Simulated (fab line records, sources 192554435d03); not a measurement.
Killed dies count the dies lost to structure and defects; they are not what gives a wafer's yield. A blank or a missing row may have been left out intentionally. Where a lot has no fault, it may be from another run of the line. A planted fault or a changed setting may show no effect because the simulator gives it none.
Which tool did it? + flow n5 finfet + 8 lots, 24 wafers sampled, at 8 steps of a route of 1938

== WHAT EACH GAUGE READ, for each wafer ==
N5_BEOL_M0_SAQP_INSPECT_16: inspects for defects (brightfield). Usual: raw defect count reads 506 (standard deviation 160).
| lot  | measured     | on                | raw defect count | flag |
|------|--------------|-------------------|------------------|------|
| L401 | day 5 21:38  | defect inspect-02 | 607 843 992      |      |
| L404 | day 6 17:02  | defect inspect-01 | 534 618 626      |      |
| L405 | day 6 21:17  | defect inspect-02 | 481 352 558      |      |
| L415 | day 9 13:43  | defect inspect-02 | 1620 1685 1631   | OFF  |
| L417 | day 10 04:43 | defect inspect-01 | 1535 1684 1623   | OFF  |
| L418 | day 10 07:33 | defect inspect-02 | 350 375 373      |      |
| L420 | day 10 22:24 | defect inspect-02 | 418 527 374      |      |
| L422 | day 11 04:47 | defect inspect-02 | 374 452 511      |      |

N5_BEOL_M0_SAQP_INSPECT_42: inspects for defects (brightfield). Usual: raw defect count reads 286 (standard deviation 84).
| lot  | measured     | on                | raw defect count | flag |
|------|--------------|-------------------|------------------|------|
| L401 | day 6 02:28  | defect inspect-02 | 412 418 465      |      |
| L404 | day 6 21:07  | defect inspect-01 | 228 278 319      |      |
| L405 | day 7 01:51  | defect inspect-01 | 345 223 241      |      |
| L415 | day 9 20:48  | defect inspect-01 | 1603 1552 1486   | OFF  |
| L417 | day 10 08:56 | defect inspect-02 | 1380 1421 1481   | OFF  |
| L418 | day 10 13:26 | defect inspect-01 | 274 298 353      |      |
| L420 | day 11 02:47 | defect inspect-02 | 327 355 181      |      |
| L422 | day 11 09:44 | defect inspect-01 | 253 306 451      |      |

N5_BEOL_M0_CUTY_INSPECT_59: inspects for defects (macro). Usual: raw defect count reads 2.2 (standard deviation 1.4).
| lot  | measured     | on                | raw defect count | flag |
|------|--------------|-------------------|------------------|------|
| L401 | day 6 04:32  | defect inspect-01 | 1 3 2            |      |
| L404 | day 6 22:31  | defect inspect-01 | 0 0 3            |      |
| L405 | day 7 03:15  | defect inspect-01 | 3 2 0            |      |
| L415 | day 9 22:05  | defect inspect-01 | >300 >300 >300   | OFF  |
| L417 | day 10 10:32 | defect inspect-01 | >300 >300 >300   | OFF  |
| L418 | day 10 14:43 | defect inspect-01 | 4 2 5            |      |
| L420 | day 11 04:40 | defect inspect-02 | 4 2 4            |      |
| L422 | day 11 11:08 | defect inspect-01 | 2 4 2            |      |

N5_BEOL_M4_RC_MEAS_101. Usual: DIBL_N 36.3 mV/V, standard deviation 2; DIBL_P 36.3 mV/V, standard deviation 2.4; IOFF_N 0.16 nA/um, standard deviation 0.034; IOFF_P 0.21 nA/um, standard deviation 0.035; ION_N 672 uA/um, standard deviation 12; ION_P 459 uA/um, standard deviation 6.5; SS_N 71.6 mV/dec, standard deviation 0.67; SS_P 73.3 mV/dec, standard deviation 0.71; VT_N 250 mV, standard deviation 3.5; VT_P -251 mV, standard deviation 3.
| lot  | measured     | on        | DIBL_N (mV/V)  | DIBL_P (mV/V)  | IOFF_N (nA/um) | IOFF_P (nA/um) | ION_N (uA/um) | ION_P (uA/um) | SS_N (mV/dec)  | SS_P (mV/dec)  | VT_N (mV)   | VT_P (mV)      | flag |
|------|--------------|-----------|----------------|----------------|----------------|----------------|---------------|---------------|----------------|----------------|-------------|----------------|------|
| L401 | day 8 07:41  | prober-02 | 32.6 32.3 32.3 | 31.7 31.6 31.5 | 0.10 0.10 0.10 | 0.15 0.15 0.15 | 651 653 664   | 456 453 456   | 70.0 69.8 70.1 | 72.0 71.8 72.1 | 259 256 257 | -256 -253 -254 |      |
| L404 | day 9 05:11  | prober-02 | 35.9 39.3 35.9 | 34.6 38.7 34.3 | 0.14 0.22 0.15 | 0.17 0.23 0.16 | 657 689 672   | 444 463 452   | 71.6 73.1 72.0 | 73.7 74.5 73.3 | 255 247 251 | -256 -251 -256 |      |
| L405 | day 9 08:29  | prober-01 | 34.8 36.4 36.4 | 35.7 37.8 36.9 | 0.14 0.16 0.17 | 0.19 0.22 0.21 | 674 675 680   | 460 467 458   | 71.6 71.6 70.6 | 72.7 73.9 73.1 | 251 249 247 | -250 -249 -251 |      |
| L415 | day 13 14:58 | prober-02 | 36.1 36.9 36.7 | 37.3 37.7 38.0 | 0.15 0.16 0.16 | 0.22 0.22 0.22 | 661 669 684   | 462 469 474   | 71.3 70.7 72.0 | 73.1 72.8 73.5 | 249 249 249 | -248 -245 -248 |      |
| L417 | day 14 07:01 | prober-02 | 37.0 34.8 38.7 | 38.8 34.8 38.5 | 0.20 0.15 0.24 | 0.25 0.19 0.24 | 682 666 676   | 462 454 458   | 71.8 71.2 72.4 | 74.3 74.1 74.0 | 247 249 244 | -248 -252 -249 |      |
| L418 | day 13 20:22 | prober-02 | 36.9 34.1 39.1 | 37.5 33.3 39.4 | 0.17 0.12 0.21 | 0.21 0.14 0.23 | 678 659 682   | 459 448 458   | 71.0 70.7 72.3 | 73.6 72.5 73.4 | 248 255 246 | -251 -256 -251 |      |
| L420 | day 14 05:52 | prober-01 | 37.9 37.1 40.2 | 38.8 37.0 40.1 | 0.20 0.18 0.24 | 0.25 0.22 0.28 | 699 679 693   | 473 463 469   | 72.3 71.9 72.8 | 74.4 73.8 74.6 | 245 246 243 | -248 -249 -250 |      |
| L422 | day 14 14:23 | prober-01 | 36.8 37.2 36.1 | 37.1 37.9 36.1 | 0.19 0.20 0.18 | 0.22 0.24 0.21 | 680 679 684   | 459 459 462   | 71.8 72.0 72.0 | 73.0 73.4 72.6 | 248 246 245 | -249 -248 -251 |      |

== TOOL THAT RAN EACH LOT (tool first, then ch and the chambers of the sampled wafers, then the start) ==
| lot  | N5_BEOL_M0_SAQP_ILD_DEP_01      | N5_BEOL_M0_SAQP_HM_OPEN_112        | N5_BEOL_M0_SAQP_MANDREL_ETCH_20  | N5_BEOL_M0_SAQP_RECESS_114         |
|------|---------------------------------|------------------------------------|----------------------------------|------------------------------------|
| L401 | pecvd-02 ch 0,1, day 5 20:40    | rie diel-03 ch 0,2, day 5 22:04    | rie si-06 ch 1,2, day 5 22:08    | vapor etch-01 ch 0,1, day 5 22:32  |
| L404 | pecvd-04 ch 0,1, day 6 15:23    | rie diel-01 ch 0,2, day 6 17:28    | rie si-06 ch 1,2,3, day 6 17:33  | vapor etch-02 ch 0,1, day 6 17:47  |
| L405 | pecvd-04 ch 0,1, day 6 19:15    | rie diel-03 ch 1,2,3, day 6 21:37  | rie si-02 ch 1,3, day 6 21:41    | vapor etch-02 ch 0,1, day 6 21:55  |
| L415 | pecvd-04 ch 0,2, day 9 11:48    | rie diel-04 ch 0,2, day 9 15:02    | rie si-05 ch 1,3, day 9 15:07    | vapor etch-01 ch 0,1, day 9 15:22  |
| L417 | pecvd-04 ch 0,1,2, day 10 03:17 | rie diel-03 ch 0,3, day 10 04:56   | rie si-02 ch 0,2,3, day 10 05:01 | vapor etch-01 ch 0,1, day 10 05:22 |
| L418 | pecvd-02 ch 0,1,2, day 10 06:17 | rie diel-01 ch 1,2,3, day 10 08:11 | rie si-06 ch 1,2,3, day 10 08:16 | vapor etch-01 ch 0,1, day 10 08:29 |
| L420 | pecvd-03 ch 0,1,2, day 10 19:48 | rie diel-01 ch 0,1,3, day 10 22:53 | rie si-06 ch 0,1,3, day 10 22:58 | vapor etch-02 ch 0,1, day 10 23:12 |
| L422 | pecvd-02 ch 0,1, day 11 03:32   | rie diel-03 ch 2,3, day 11 05:22   | rie si-06 ch 0,1,3, day 11 05:27 | vapor etch-01 ch 0,1, day 11 05:50 |
- N5_BEOL_M0_SAQP_ILD_DEP_01: deposits SiOC from DEMS/O2, target thk 45.419 nm, time 8.7 s.
- N5_BEOL_M0_SAQP_HM_OPEN_112: chemistry CHF3/O2, target SiO2, stops on a-Si, target depth 12 nm, time 13.5 s.
- N5_BEOL_M0_SAQP_MANDREL_ETCH_20: etches a-Si in HBr/Cl2, stops on SiNx, target depth 60 nm, bt time 10 s, time 30 s.
- N5_BEOL_M0_SAQP_RECESS_114: chemistry HF/NH3, target SiO2, target depth 14.4 nm, afs cycles 3, sublimation time 60 s.

== WHAT THE TOOLS THEMSELVES READ (means of the sampled wafers that have a number; where no wafer has one, the mark that the record gives instead) ==
N5_BEOL_M0_SAQP_ILD_DEP_01. Usual: heater power w 479 W, standard deviation 95; rf fwd power W 493.6 W, standard deviation 2; showerhead plenum p Torr 5.697 Torr, standard deviation 0.017; throttle valve pct 11.7 %, standard deviation 0.48.
| lot  | tool     | heater power w (W) | rf fwd power W (W) | showerhead plenum p Torr (Torr) | throttle valve pct (%) | flag |
|------|----------|--------------------|--------------------|---------------------------------|------------------------|------|
| L401 | pecvd-02 | 543                | 493.4              | 5.701                           | 11.5                   |      |
| L404 | pecvd-04 | 394                | 491.8              | 5.703                           | 11.7                   |      |
| L405 | pecvd-04 | 422                | 491.4              | 5.707                           | 11.6                   |      |
| L415 | pecvd-04 | 397                | 493.1              | 5.709                           | 12.0                   |      |
| L417 | pecvd-04 | 432                | 493.6              | 5.695                           | 11.6                   |      |
| L418 | pecvd-02 | 535                | 494.8              | 5.695                           | 11.7                   |      |
| L420 | pecvd-03 | 496                | 493.5              | 5.702                           | 12.0                   |      |
| L422 | pecvd-02 | 578                | 493.3              | 5.697                           | 11.6                   |      |

N5_BEOL_M0_SAQP_HM_OPEN_112. Usual: drypump motor current A is 5.9 A with standard deviation 0.69, oes_ar_750_au is 0.78 a.u. with standard deviation 0.061, oes product au is 0.51 a.u. with standard deviation 0.04, rf fwd power W is 643.8 W with standard deviation 3, rf vpp V is 522 V with standard deviation 12, showerhead plenum p Torr is 2.39 Torr with standard deviation 0.059, and throttle valve pct is 18.69 % with standard deviation 0.17.
| lot  | tool        | drypump motor current A (A) | oes_ar_750_au (a.u.) | oes product au (a.u.) | rf fwd power W (W) | rf vpp V (V) | showerhead plenum p Torr (Torr) | throttle valve pct (%) | flag |
|------|-------------|-----------------------------|----------------------|-----------------------|--------------------|--------------|---------------------------------|------------------------|------|
| L401 | rie diel-03 | 6.5                         | 0.79                 | 0.53                  | 644.8              | 515          | 2.38                            | 18.63                  |      |
| L404 | rie diel-01 | 5.5                         | 0.79                 | 0.51                  | 646.7              | 527          | 2.43                            | 18.79                  |      |
| L405 | rie diel-03 | 6.1                         | 0.79                 | 0.51                  | 643.3              | 507          | 2.38                            | 18.66                  |      |
| L415 | rie diel-04 | 6.1                         | 0.81                 | 0.54                  | 643.1              | 536          | 2.40                            | 18.55                  |      |
| L417 | rie diel-03 | 6.4                         | 0.76                 | 0.51                  | 641.9              | 517          | 2.40                            | 18.64                  |      |
| L418 | rie diel-01 | 5.5                         | 0.75                 | 0.50                  | 644.9              | 525          | 2.35                            | 18.78                  |      |
| L420 | rie diel-01 | 5.6                         | 0.78                 | 0.51                  | 642.0              | 521          | 2.36                            | 18.89                  |      |
| L422 | rie diel-03 | 6.5                         | 0.74                 | 0.49                  | 644.2              | 502          | 2.32                            | 18.88                  |      |

N5_BEOL_M0_SAQP_MANDREL_ETCH_20. Usual: drypump motor current A 6.0 A, standard deviation 0.48; oes product au 0.774 a.u., standard deviation 0.016; rf fwd power W 795.6 W, standard deviation 2.7; throttle valve pct 35.41 %, standard deviation 0.26.
| lot  | tool      | drypump motor current A (A) | oes product au (a.u.) | rf fwd power W (W) | throttle valve pct (%) | flag |
|------|-----------|-----------------------------|-----------------------|--------------------|------------------------|------|
| L401 | rie si-06 | 5.9                         | 0.790                 | 796.0              | 35.59                  |      |
| L404 | rie si-06 | 5.8                         | 0.792                 | 794.8              | 35.57                  |      |
| L405 | rie si-02 | 6.0                         | 0.752                 | 795.9              | 35.39                  |      |
| L415 | rie si-05 | 6.4                         | 0.763                 | 795.5              | 35.23                  |      |
| L417 | rie si-02 | 5.9                         | 0.778                 | 800.2              | 35.23                  |      |
| L418 | rie si-06 | 5.8                         | 0.798                 | 793.8              | 35.57                  |      |
| L420 | rie si-06 | 5.8                         | 0.785                 | 797.6              | 35.58                  |      |
| L422 | rie si-06 | 5.8                         | 0.779                 | 797.0              | 35.60                  |      |

N5_BEOL_M0_SAQP_RECESS_114. Usual: drypump motor current A 5.8 A, standard deviation 0.4; temp c 30.01 C, standard deviation 0.11.
| lot  | tool          | drypump motor current A (A) | temp c (C) | flag |
|------|---------------|-----------------------------|------------|------|
| L401 | vapor etch-01 | 5.8                         | 30.24      |      |
| L404 | vapor etch-02 | 5.9                         | 29.95      |      |
| L405 | vapor etch-02 | 5.9                         | 30.07      |      |
| L415 | vapor etch-01 | 5.8                         | 29.88      |      |
| L417 | vapor etch-01 | 5.5                         | 30.01      |      |
| L418 | vapor etch-01 | 5.5                         | 29.94      |      |
| L420 | vapor etch-02 | 5.9                         | 30.14      |      |
| L422 | vapor etch-01 | 5.8                         | 30.09      |      |

== THE ANSWER, worked out from the rows above alone ==
Rule: a lot counts as off when the mean over its wafers that have a number is more than 3 standard deviations away from the usual mean. A lot without any number at a reading at which 4 lots or more have one is off too. Any other lot the step has rows for is counted as sound. First the gauges in route order, then the tools' own readings, where a lot's mean is used as printed above. The first step at which some lot is off is used, and at that step the reading that is off furthest; a lot without a number counts as furthest.
Off: L415, L417, at N5_BEOL_M0_SAQP_INSPECT_16 (raw defect count).
A tool fits if, at a process step before that reading, it ran every lot that is off, and no sound lot after the first of them. Gauges at N5_BEOL_M0_SAQP_INSPECT_16: tried the same way as those tools. One fits: N5_BEOL_M0_SAQP_ILD_DEP_01 on pecvd-04. Its last sound lot is L405 (day 6 19:15), its first lot that is off L415 (day 9 11:48): a fault that began between those two fits.

== WHAT THE SIMULATOR HAD INSERTED ==
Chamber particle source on pecvd-04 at N5_BEOL_M0_SAQP_ILD_DEP_01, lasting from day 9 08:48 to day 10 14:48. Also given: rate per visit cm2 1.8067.
Struck lots among those shown: L415, L417. The same result came from the rule above.
